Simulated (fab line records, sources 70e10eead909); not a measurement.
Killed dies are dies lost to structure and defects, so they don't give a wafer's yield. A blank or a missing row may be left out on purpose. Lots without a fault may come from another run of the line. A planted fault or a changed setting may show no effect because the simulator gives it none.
Chamber matching | flow nand_harc | NHARC_P_M2_ETCH_35 on rie_diel-02: 4 sister chambers
The step etches the open film in N2/H2, target depth 40 nm, overetch 12 nm, time 43.94 s. 8 wafers are shown with their chamber, then 8 later ones without.

WAFERS WITH THEIR CHAMBER
wafer  | chamber | drypump_motor_current_A (A) | rf_vpp_V (V)
L082.1 | 2       | 5.4                         | 429.7
L082.5 | 3       | 5.7                         | 430.8
L084.5 | 2       | 5.5                         | 428.9
L084.6 | 1       | 5.7                         | 429.2
L085.3 | 1       | 5.7                         | 428.7
L085.5 | 0       | 5.5                         | 427.1
L085.6 | 3       | 5.7                         | 431.0
L092.1 | 0       | 5.5                         | 427.7

WAFERS WITHOUT THEIR CHAMBER
wafer  | drypump_motor_current_A (A) | rf_vpp_V (V)
L092.5 | 5.4                         | 428.1
L092.6 | 5.7                         | 429.6
L095.1 | 5.5                         | 425.7
L095.4 | 5.7                         | 430.4
L095.5 | 5.5                         | 427.2
L096.1 | 5.4                         | 428.8
L096.3 | 5.7                         | 429.3
L096.4 | 5.4                         | 426.5

WHICH CHAMBER EACH WENT THROUGH
wafer  | from the rows above     | in truth
L092.5 | can't be placed: 2 or 0 | 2
L092.6 | can't be placed: 1 or 3 | 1
L095.1 | 0                       | 0
L095.4 | 3                       | 3
L095.5 | 0                       | 0
L096.1 | 2                       | 2
L096.3 | 1                       | 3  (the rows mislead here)
L096.4 | 0                       | 0
Placed correctly: 5 of 8. Can't be placed from these rows: 2 (the true chamber is among the candidates in 2). Placed wrongly: 1.
How it was worked out, from the rows above alone: a wafer's distance from a chamber is the root of the sum, over the readings, of the square of ((its reading less the chamber's mean) divided by the reading's scatter). The wafer belongs to the nearest chamber; if the next one is less than 2 further off, it can't be placed. A chamber's mean is the mean of its shown wafers. The scatter: the root of (the sum of the squares of (reading less its chamber's mean) over the shown wafers, divided by (wafers less chambers)).
